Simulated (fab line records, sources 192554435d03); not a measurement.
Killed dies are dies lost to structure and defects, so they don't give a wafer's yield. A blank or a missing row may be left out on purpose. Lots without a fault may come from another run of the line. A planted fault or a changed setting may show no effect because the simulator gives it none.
Which tool did it? | flow n5_finfet | 9 lots, 26 wafers sampled, at 7 steps of a route of 1938

WHAT THE GAUGES READ, wafer by wafer
N5_DUMMY_GATE_CD_MEAS_24: target cd 15 nm. Usual: cd_nm 15.1 nm, standard deviation 0.35.
lot  | measured    | on        | cd_nm (nm)     | flag
L523 | day 3 07:04 | cd_sem-02 | 15.1 15.6 15.2 |
L530 | day 5 03:29 | cd_sem-02 | 14.7 15.4 15.4 |
L533 | day 5 18:31 | cd_sem-03 | 15.2 15.1 14.8 |
L534 | day 5 22:45 | cd_sem-01 | 15.2 15.6      |
L539 | day 7 03:43 | cd_sem-03 | 14.9 15.0 15.0 |
L540 | day 7 11:44 | cd_sem-03 | 15.2 14.9 14.9 |
L542 | day 8 05:39 | cd_sem-03 | 14.5 15.2 14.6 |
L543 | day 8 12:29 | cd_sem-03 | 15.1 15.1 15.3 |
L545 | day 8 17:11 | cd_sem-02 | 15.8 14.4 15.1 |

N5_SD_EPI_N_EPI_MEAS_23. Usual: thk_nm 58.9 nm, standard deviation 1.2.
lot  | measured    | on            | thk_nm (nm)    | flag
L523 | day 3 12:38 | film_metro-01 | 59.1 60.2 59.8 |
L530 | day 5 08:31 | film_metro-01 | 61.8 61.6 59.0 |
L533 | day 5 23:10 | film_metro-02 | 51.9 50.1 60.7 | OFF
L534 | day 6 03:42 | film_metro-01 | 49.6 58.0      | OFF
L539 | day 7 08:59 | film_metro-02 | 59.2 51.0 50.1 | OFF
L540 | day 7 16:38 | film_metro-01 | 58.3 57.9 58.0 |
L542 | day 8 11:10 | film_metro-01 | 58.7 58.9 57.7 |
L543 | day 8 18:58 | film_metro-01 | 59.0 61.6 59.5 |
L545 | day 8 23:13 | film_metro-02 | 59.7 57.4 60.1 |

N5_SD_EPI_P_CD_MEAS_09: target cd 240 nm. Usual: cd_nm 240.1 nm, standard deviation 0.91.
lot  | measured    | on        | cd_nm (nm)        | flag
L523 | day 3 13:35 | cd_sem-03 | 241.0 240.8 241.7 |
L530 | day 5 09:36 | cd_sem-02 | 240.7 239.5 240.4 |
L533 | day 6 00:20 | cd_sem-01 | 240.8 240.2 240.5 |
L534 | day 6 05:06 | cd_sem-03 | 240.4 240.6       |
L539 | day 7 09:57 | cd_sem-02 | 239.6 239.6 241.3 |
L540 | day 7 17:35 | cd_sem-01 | 240.5 240.7 241.6 |
L542 | day 8 12:32 | cd_sem-01 | 239.9 239.8 240.9 |
L543 | day 8 20:14 | cd_sem-02 | 240.0 240.2 239.7 |
L545 | day 9 00:11 | cd_sem-01 | 238.9 238.4 240.2 |

N5_SD_ACTIVATION_RS_MEAS_03: measures by four-point-probe. Usual: RS_SD_N 22.0 ohm/sq, standard deviation 0.3; RS_SD_P 56.1 ohm/sq, standard deviation 0.75.
lot  | measured    | on            | RS_SD_N (ohm/sq) | RS_SD_P (ohm/sq) | flag
L523 | day 3 17:52 | film_metro-02 | 21.8 22.1 22.3   | 56.8 56.5 56.7   |
L530 | day 5 13:54 | film_metro-02 | 21.7 21.4 21.7   | 56.0 56.4 56.4   |
L533 | day 6 04:37 | film_metro-02 | 25.8 26.0 21.8   | 56.2 56.2 56.7   | OFF
L534 | day 6 09:47 | film_metro-02 | 25.9 22.7        | 56.3 56.4        | OFF
L539 | day 7 15:25 | film_metro-01 | 21.9 25.7 25.6   | 56.8 56.4 56.5   | OFF
L540 | day 7 22:01 | film_metro-01 | 22.7 22.6 22.4   | 56.1 57.4 57.6   |
L542 | day 8 17:00 | film_metro-02 | 22.3 22.5 22.1   | 57.1 56.8 57.1   |
L543 | day 9 00:29 | film_metro-02 | 21.8 21.8 22.1   | 55.6 55.6 55.4   |
L545 | day 9 04:26 | film_metro-02 | 21.6 21.9 21.7   | 55.2 55.8 55.3   |

N5_BEOL_M4_RC_MEAS_101. Usual: DIBL_N 36.1 mV/V, standard deviation 1.6; DIBL_P 35.7 mV/V, standard deviation 1.8; IOFF_N 0.159 nA/um, standard deviation 0.027; IOFF_P 0.21 nA/um, standard deviation 0.03; ION_N 673 uA/um, standard deviation 10; ION_P 462 uA/um, standard deviation 7.4; REXT_N 74.7 ohm.um, standard deviation 1.6; RS_SD_N 28.5 ohm/sq, standard deviation 0.35; SS_N 71.4 mV/dec, standard deviation 0.56; SS_P 73.2 mV/dec, standard deviation 0.61; VT_N 249.7 mV, standard deviation 3; VT_P -250 mV, standard deviation 3.1.
lot  | measured     | on        | DIBL_N (mV/V)  | DIBL_P (mV/V)  | IOFF_N (nA/um)    | IOFF_P (nA/um) | ION_N (uA/um) | ION_P (uA/um) | REXT_N (ohm.um) | RS_SD_N (ohm/sq) | SS_N (mV/dec)  | SS_P (mV/dec)  | VT_N (mV)         | VT_P (mV)      | flag
L523 | day 8 03:34  | prober-01 | 37.4 34.4 35.2 | 38.9 35.6 35.5 | 0.206 0.145 0.154 | 0.25 0.19 0.19 | 692 676 664   | 463 462 451   | 78.7 78.5 78.2  | 28.7 28.6 28.8   | 72.8 71.5 71.9 | 74.3 73.1 72.6 | 244.1 248.1 248.0 | -251 -254 -255 |
L530 | day 9 18:08  | prober-01 | 35.6 36.1 34.8 | 34.9 36.6 35.5 | 0.137 0.155 0.139 | 0.18 0.22 0.20 | 654 670 670   | 451 462 466   | 74.4 75.4 75.4  | 28.1 27.7 28.2   | 71.5 70.7 70.8 | 72.7 72.8 73.3 | 255.4 249.0 249.9 | -251 -249 -250 |
L533 | day 10 17:29 | prober-02 | 36.0 35.5 37.0 | 36.0 35.4 37.4 | 0.154 0.144 0.190 | 0.20 0.19 0.23 | 674 664 678   | 463 459 464   | 82.7 82.2 75.8  | 33.4 33.6 28.1   | 71.0 71.8 71.6 | 73.1 72.8 73.9 | 248.3 251.2 246.2 | -251 -251 -249 | OFF
L534 | day 10 21:34 | prober-01 | 38.1 36.6      | 36.7 34.5      | 0.165 0.151       | 0.22 0.19      | 666 654       | 463 450       | 77.7 74.8       | 33.5 29.3        | 71.9 71.3      | 74.3 73.6      | 250.6 253.6       | -248 -251      | OFF
L539 | day 12 12:33 | prober-02 | 35.1 38.5 35.8 | 36.0 38.5 36.5 | 0.152 0.236 0.167 | 0.20 0.25 0.20 | 684 678 675   | 468 466 461   | 76.0 80.8 80.8  | 28.6 33.1 33.3   | 71.3 72.4 72.0 | 72.8 73.2 72.8 | 249.8 243.5 247.4 | -252 -249 -249 | OFF
L540 | day 12 17:29 | prober-01 | 35.4 38.7 39.3 | 35.2 38.5 38.7 | 0.131 0.195 0.200 | 0.18 0.23 0.23 | 675 679 686   | 462 463 466   | 76.3 77.0 76.5  | 29.1 29.1 29.3   | 70.7 71.5 71.9 | 72.7 74.0 74.1 | 249.4 246.7 248.2 | -251 -249 -246 |
L542 | day 13 17:08 | prober-01 | 34.9 35.7 36.4 | 34.5 36.9 37.7 | 0.122 0.148 0.163 | 0.17 0.21 0.21 | 666 683 683   | 455 467 465   | 74.3 75.5 73.7  | 29.1 28.9 28.9   | 71.1 70.8 71.6 | 73.3 73.6 73.8 | 253.6 250.6 250.1 | -252 -250 -251 |
L543 | day 13 21:15 | prober-01 | 37.1 35.3 36.2 | 36.8 34.9 36.0 | 0.195 0.147 0.178 | 0.23 0.19 0.22 | 678 672 677   | 461 457 463   | 75.3 75.2 75.1  | 28.4 28.2 28.5   | 71.9 71.5 72.2 | 72.9 72.3 72.4 | 247.2 251.9 249.4 | -250 -253 -250 |
L545 | day 14 16:55 | prober-02 | 34.9 40.0 37.2 | 33.0 39.2 35.1 | 0.124 0.210 0.147 | 0.19 0.30 0.23 | 667 684 675   | 465 473 478   | 74.1 73.5 74.1  | 28.4 28.6 28.1   | 70.6 71.4 70.6 | 72.9 75.1 73.6 | 250.1 246.3 249.8 | -249 -246 -248 |

WHICH TOOL RAN EACH LOT (tool, then ch and the chambers of the sampled wafers, then the start)
lot  | N5_SPACER0_ALD_00                | N5_SD_EPI_N_EPI_21
L523 | ald_sin-01 ch 0,2, day 3 07:44   | epi_rpcvd-03 ch 0, day 3 10:44
L530 | ald_sin-01 ch 2,3, day 5 04:05   | epi_rpcvd-03 ch 0, day 5 07:21
L533 | ald_sin-03 ch 0,3, day 5 18:59   | epi_rpcvd-03 ch 0, day 5 21:43
L534 | ald_sin-02 ch 0,1, day 5 23:14   | epi_rpcvd-03 ch 0, day 6 02:16
L539 | ald_sin-01 ch 1,2,3, day 7 04:41 | epi_rpcvd-03 ch 0, day 7 07:17
L540 | ald_sin-02 ch 0,1,3, day 7 12:17 | epi_rpcvd-04 ch 0, day 7 15:12
L542 | ald_sin-02 ch 1,2,3, day 8 06:14 | epi_rpcvd-04 ch 0, day 8 09:59
L543 | ald_sin-01 ch 0,1,2, day 8 14:09 | epi_rpcvd-04 ch 0, day 8 17:14
L545 | ald_sin-02 ch 0,2,3, day 8 18:41 | epi_rpcvd-04 ch 0, day 8 21:31
- N5_SPACER0_ALD_00: deposits SiOCN, target thk 3.5 nm, pulse time 3 s, purge time 2 s.
- N5_SD_EPI_N_EPI_21: deposits Si:P, time 690 s.

WHAT THE TOOLS THEMSELVES READ (means of the sampled wafers that have a number; where no wafer has one, the mark that the record gives instead)
N5_SPACER0_ALD_00. Usual: heater_power_w 827 W, standard deviation 75; precursor_pulse_height_rel 1.003, standard deviation 0.021; susceptor_temp_C 400.02 C, standard deviation 0.21.
lot  | tool       | heater_power_w (W) | precursor_pulse_height_rel | susceptor_temp_C (C) | flag
L523 | ald_sin-01 | 804                | 1.021                      | 399.96               |
L530 | ald_sin-01 | 787                | 1.008                      | 399.67               |
L533 | ald_sin-03 | 853                | 1.014                      | 400.12               |
L534 | ald_sin-02 | 814                | 0.998                      | 400.06               |
L539 | ald_sin-01 | 821                | 1.003                      | 399.83               |
L540 | ald_sin-02 | 789                | 1.000                      | 399.94               |
L542 | ald_sin-02 | 874                | 1.021                      | 400.10               |
L543 | ald_sin-01 | 806                | 1.001                      | 399.84               |
L545 | ald_sin-02 | 856                | 1.017                      | 400.09               |

N5_SD_EPI_N_EPI_21. Usual: susceptor_temp_C 680.02 C, standard deviation 0.28.
lot  | tool         | susceptor_temp_C (C) | flag
L523 | epi_rpcvd-03 | 680.33               |
L530 | epi_rpcvd-03 | 679.84               |
L533 | epi_rpcvd-03 | 680.31               |
L534 | epi_rpcvd-03 | 680.47               |
L539 | epi_rpcvd-03 | 680.06               |
L540 | epi_rpcvd-04 | 679.92               |
L542 | epi_rpcvd-04 | 679.66               |
L543 | epi_rpcvd-04 | 679.94               |
L545 | epi_rpcvd-04 | 680.08               |

THE ANSWER, worked out from the rows above alone
Rule: a lot is off if the mean of its wafers that have a number lies more than 3 standard deviations from the usual mean. A lot without any number at a reading at which 4 lots or more have one is off too. The other lots that the step has rows for count as sound. The gauges are gone through in route order, then the tools' own readings, and for those a lot's mean is taken as printed above. The first step at which some lot is off is used, and at that step the reading that is off furthest; a lot without a number counts as furthest.
Off: L533, L534, L539, at N5_SD_EPI_N_EPI_MEAS_23 (thk_nm).
A tool fits if, at a process step before that reading, it ran every lot that is off, and no sound lot after the first of them. The gauges at N5_SD_EPI_N_EPI_MEAS_23 aren't tried: what is off there is off at N5_BEOL_M4_RC_MEAS_101 too, on other tools, and a gauge's error can't cause that. One fits: epi_rpcvd-03 at N5_SD_EPI_N_EPI_21. Its last sound lot is L530 (day 5 07:21), its first lot that is off L533 (day 5 21:43): a fault that began between those two fits.

WHAT THE SIMULATOR HAD PUT IN
Process parameter drift: epi_rpcvd-03, from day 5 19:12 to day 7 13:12, at N5_SD_EPI_N_EPI_21. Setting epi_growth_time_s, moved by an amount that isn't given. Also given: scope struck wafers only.
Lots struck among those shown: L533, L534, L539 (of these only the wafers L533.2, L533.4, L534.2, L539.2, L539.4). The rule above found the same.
